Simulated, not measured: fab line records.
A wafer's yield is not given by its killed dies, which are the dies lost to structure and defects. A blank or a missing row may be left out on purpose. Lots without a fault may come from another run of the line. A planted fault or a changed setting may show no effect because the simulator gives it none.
Problem report in the 8D (eight disciplines) form, filled by code -- flow nand_harc -- the parts of the form that need people (team, actions taken, sign-off) are left out

## 1. THE PROBLEM
Wafers without a fault read 200.2 nm, standard deviation 0.55; cd_nm at NHARC_A_CONTACT_CD_MEAS_42 reads a mean of 212.9 nm on 6 wafers belonging to 2 lots. Relative to the usual mean, that is a shift of +23 standard deviations.
The step: target cd 200 nm.
Seen first at day 21 17:08 on cd_sem-02, wafer L950.3. The record holds 33 wafers of 11 lots with a number at this step. The rule behind "out" and "out of limits": a value lying over 4 standard deviations away from the usual mean. All remaining wafers that have a number are taken as sound.

## 2. WHAT IT IS; WHAT IT IS NOT
question,is,is not
which readings at this step,cd_nm,-
which lots,"L950, L954","L933, L936, L939, L940, L941, L944, L949, L955, L956"
which wafers of those lots,all that have a number,-
read on which gauges,"cd_sem-01, cd_sem-02",cd_sem-03
when,from day 21 17:08,up to then (24 sound wafers); but 3 sound wafers of L956 came after

## 3. SUSPECTS, AND WHAT RULES EACH OUT
Counting: a tool at any process step up to the reading remains a suspect when it ran all the lots that are out and ran no sound lot after the first of those.
- the gauge at NHARC_A_CONTACT_CD_MEAS_42 has been ruled out. Those wafers that are out were read across 2 gauges (cd_sem-01, cd_sem-02).
- arfi_scanner-02 at NHARC_A_CONTACT_EXPOSE_39 (exposes mask A CC 3): kept. It processed each lot that is out, first L950 at day 21 16:59, and no sound lot thereafter; up to then, the last sound lot it processed was L944 at day 19 08:37. Its own exposure_dose_mJ_cm2 readings are out on those wafers.
Left after counting: arfi_scanner-02 at NHARC_A_CONTACT_EXPOSE_39.

## 4. THE CAUSE (what the simulator had put in)
Drift in process parameters on arfi_scanner-02 at NHARC_A_CONTACT_EXPOSE_39, starting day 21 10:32. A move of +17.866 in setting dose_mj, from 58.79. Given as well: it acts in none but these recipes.
The count eliminated every tool but this one.

## 5. SEQUENCE OF EFFECTS, ordered by route
One row per reading whose mean, taken over the struck wafers that have a number, lies over 3 standard deviations from the usual. Only readings whose record carries a usual standard deviation are examined. hours: median over the lots of the time between each lot's start at the first step of this table that gives one and its start at this step. sigmas: the change, counted in usual standard deviations.
hours,step,reading,usual,on struck wafers,change,sigmas
0,NHARC_A_CONTACT_EXPOSE_39,exposure_dose_mJ_cm2,58.75,74.83,+16.08,+99 or more
0,NHARC_A_CONTACT_CD_MEAS_42,cd_nm,200.2 nm,212.9,+12.7,+23
Its process steps:
- NHARC_A_CONTACT_EXPOSE_39: exposes mask A CC 3.

## 6. HOW IT WOULD HAVE BEEN CAUGHT EARLIER
In this record the first reading out of limits at a measuring or inspecting step was taken at day 21 17:08, 7 hours after the fault began at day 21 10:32.
At NHARC_A_CONTACT_EXPOSE_39, the tool's own readings (exposure_dose_mJ_cm2) were out on each struck wafer the step has a row for, so an alarm limit on them would have fired on the first such wafer.
Lots out: 2; of these, L954 started NHARC_A_CONTACT_EXPOSE_39 on arfi_scanner-02 after day 21 17:08. Holding the tool at that time would have saved it.
